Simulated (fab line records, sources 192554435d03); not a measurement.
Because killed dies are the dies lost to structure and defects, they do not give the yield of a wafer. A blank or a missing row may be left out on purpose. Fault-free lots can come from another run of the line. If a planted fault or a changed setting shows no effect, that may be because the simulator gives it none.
Split-lot experiment -- flow n5Finfet -- 39 wafers read from 7 lots, route of 1938 steps

THE SPLIT
At N5_HKMG_FIN_ALD_91 (deposits TiN, target thk 1 nm, pulse time 1 s, purge time 3 s), the setting aldCycles was moved away from the recipe's 47 on 15 of the 39 wafers read, by -55.3% to +48.9%. All remaining wafers had this setting at the recipe value.

The split's own step is where the reading is taken.

THE READING
TiN_of_HKMG_FIN_ALD_91.thkNm (the simulator's own value, which no gauge read), in nm, at N5_HKMG_FIN_ALD_91 (deposits TiN, target thk 1 nm, pulse time 1 s, purge time 3 s). The file gives no usual value for it.

wafer,"tool, chamber at the split",aldCycles as run,against the recipe,"TiN_of_HKMG_FIN_ALD_91.thkNm, nm",against lot-mates on the recipe
L080.1,"aldMetal-03, 1,2,0",47,recipe,1,-
L080.3,"aldMetal-03, 1,2,0",47,recipe,1,-
L080.6,"aldMetal-03, 1,2,0",47,recipe,1,-
L080.2,"aldMetal-03, 0,3,3",21,-55.3%,0.4,-0.6
L080.4,"aldMetal-03, 0,3,3",21,-55.3%,0.4,-0.6
L080.5,"aldMetal-03, 0,3,3",21,-55.3%,0.4,-0.6
L082.1,"aldMetal-04, 0,1,3",47,recipe,1,-
L082.3,"aldMetal-04, 0,1,3",47,recipe,1,-
L082.6,"aldMetal-04, 0,1,3",47,recipe,1,-
L082.2,"aldMetal-04, 3,0,1",25,-46.8%,0.6,-0.4
L082.4,"aldMetal-04, 3,0,1",25,-46.8%,0.6,-0.4
L082.5,"aldMetal-04, 3,0,1",25,-46.8%,0.6,-0.4
L086.1,"aldMetal-04, 2,1,0,3,1,2",47,recipe,1,-
L086.2,"aldMetal-04, 2,1,0,3,1,2",47,recipe,1,-
L086.3,"aldMetal-04, 2,1,0,3,1,2",47,recipe,1,-
L086.4,"aldMetal-04, 2,1,0,3,1,2",47,recipe,1,-
L086.5,"aldMetal-04, 2,1,0,3,1,2",47,recipe,1,-
L086.6,"aldMetal-04, 2,1,0,3,1,2",47,recipe,1,-
L087.1,"aldMetal-04, 2,0,3",47,recipe,1,-
L087.2,"aldMetal-04, 2,0,3",47,recipe,1,-
L087.3,"aldMetal-04, 2,0,3",47,recipe,1,-
L087.4,"aldMetal-04, 1,0,1",39,-17.0%,0.8,-0.2
L087.5,"aldMetal-04, 1,0,1",39,-17.0%,0.8,-0.2
L087.6,"aldMetal-04, 1,0,1",39,-17.0%,0.8,-0.2
L091.1,"aldMetal-02, 1,2,3",29,-38.3%,0.6,-0.4
L091.4,"aldMetal-02, 1,2,3",29,-38.3%,0.6,-0.4
L091.6,"aldMetal-02, 1,2,3",29,-38.3%,0.6,-0.4
L091.2,"aldMetal-02, 0,3,0",47,recipe,1,-
L091.3,"aldMetal-02, 0,3,0",47,recipe,1,-
L091.5,"aldMetal-02, 0,3,0",47,recipe,1,-
L095.1,"aldMetal-02, 0,2,1",70,+48.9%,1.4,+0.4
L095.4,"aldMetal-02, 0,2,1",70,+48.9%,1.4,+0.4
L095.5,"aldMetal-02, 0,2,1",70,+48.9%,1.4,+0.4
L095.2,"aldMetal-02, 2,1,0",47,recipe,1,-
L095.3,"aldMetal-02, 2,1,0",47,recipe,1,-
L095.6,"aldMetal-02, 2,1,0",47,recipe,1,-
L097.1,"aldMetal-02, 1,2,2",47,recipe,1,-
L097.4,"aldMetal-02, 1,2,2",47,recipe,1,-
L097.6,"aldMetal-02, 1,2,2",47,recipe,1,-
When a row names more than one chamber, that row covers several wafers, and the file does not tell which wafer ran in which chamber.

FIT RESULTS
A straight line over all 39 wafers: TiN_of_HKMG_FIN_ALD_91.thkNm changes by +0.00944 nm for each +1% of aldCycles; r = +0.99; the points scatter about the line by 0.032 nm.
The same after taking each lot's own level away (the mean of its wafers on the recipe; 39 wafers): +0.00944 nm for each +1%; r = +0.99; scatter 0.032 nm.
The reading moves by 0.52 nm for the largest change in aldCycles, on that fit.
The lots' own levels span 1.00 to 1.00 nm.
The two slopes agree, so the slope changes little with the lot-to-lot level.
Check: with one of the wafers moved furthest among these (-55.3%) left out of the fit, the line predicts -0.528 nm for it against its lot-mates. It came out at -0.6 nm against them.

FILE'S OWN FIT
TiN_of_HKMG_FIN_ALD_91.thkNm changes by +0.00959 nm for each +1% of aldCycles, r = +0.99.
